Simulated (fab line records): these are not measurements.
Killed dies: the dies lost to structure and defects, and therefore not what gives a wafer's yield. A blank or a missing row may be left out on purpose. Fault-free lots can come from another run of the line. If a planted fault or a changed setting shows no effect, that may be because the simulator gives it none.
Matching of chambers || flow n5-finfet || N5_BEOL_M3_ALD_98 on ald-sin-01 has 4 sister chambers
The step deposits SiO2, target thk 2.5 nm, pulse time 1 s, co reactant pulse time 1 s. 8 wafers are shown with their chamber, then 7 later ones without.

WAFERS, EACH WITH ITS CHAMBER
{"wafer": "L083.3", "chamber": 1, "heater-power-outer-w (W)": 43, "heater-power-w (W)": 80}
{"wafer": "L083.5", "chamber": 0, "heater-power-outer-w (W)": 37, "heater-power-w (W)": 72}
{"wafer": "L085.3", "chamber": 0, "heater-power-outer-w (W)": 36, "heater-power-w (W)": 72}
{"wafer": "L090.4", "chamber": 3, "heater-power-outer-w (W)": 47, "heater-power-w (W)": 77}
{"wafer": "L090.5", "chamber": 2, "heater-power-outer-w (W)": 40, "heater-power-w (W)": 78}
{"wafer": "L090.6", "chamber": 1, "heater-power-outer-w (W)": 42, "heater-power-w (W)": 83}
{"wafer": "L089.2", "chamber": 2, "heater-power-outer-w (W)": 39, "heater-power-w (W)": 79}
{"wafer": "L089.3", "chamber": 3, "heater-power-outer-w (W)": 48, "heater-power-w (W)": 78}

WAFERS WHOSE CHAMBER IS MISSING
{"wafer": "L089.5", "heater-power-outer-w (W)": 41, "heater-power-w (W)": 80}
{"wafer": "L094.1", "heater-power-outer-w (W)": 42, "heater-power-w (W)": 80}
{"wafer": "L094.2", "heater-power-outer-w (W)": 45, "heater-power-w (W)": 76}
{"wafer": "L094.6", "heater-power-outer-w (W)": 44, "heater-power-w (W)": 74}
{"wafer": "L095.2", "heater-power-outer-w (W)": 40, "heater-power-w (W)": 78}
{"wafer": "L095.3", "heater-power-outer-w (W)": 44, "heater-power-w (W)": 74}
{"wafer": "L095.6", "heater-power-outer-w (W)": 44, "heater-power-w (W)": 75}

CHAMBER TAKEN BY EACH
{"wafer": "L089.5", "from the rows above": "can't be placed: 1 or 2", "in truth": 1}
{"wafer": "L094.1", "from the rows above": 1, "in truth": 1}
{"wafer": "L094.2", "from the rows above": 3, "in truth": 3}
{"wafer": "L094.6", "from the rows above": "can't be placed: 3 or 1 or 2", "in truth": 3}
{"wafer": "L095.2", "from the rows above": 2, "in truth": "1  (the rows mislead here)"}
{"wafer": "L095.3", "from the rows above": "can't be placed: 3 or 1 or 2", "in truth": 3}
{"wafer": "L095.6", "from the rows above": "can't be placed: 3 or 1 or 2", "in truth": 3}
Correct placement for 2 of the 7. Not placeable from these rows: 4 (in 4, the candidates include the true chamber). Number placed wrongly: 1.
How it was worked out, from the rows above alone: a wafer's distance from a chamber is the root of the sum, over the readings, of the square of ((its reading less the chamber's mean) divided by the reading's scatter). The wafer belongs to the nearest chamber; if the next one is less than 2 further off, it can't be placed. Each chamber's mean is taken over the wafers shown for it. The scatter: take each reading less its chamber's mean, square it, sum over the shown wafers, divide by the number of wafers less the number of chambers, and take the root.
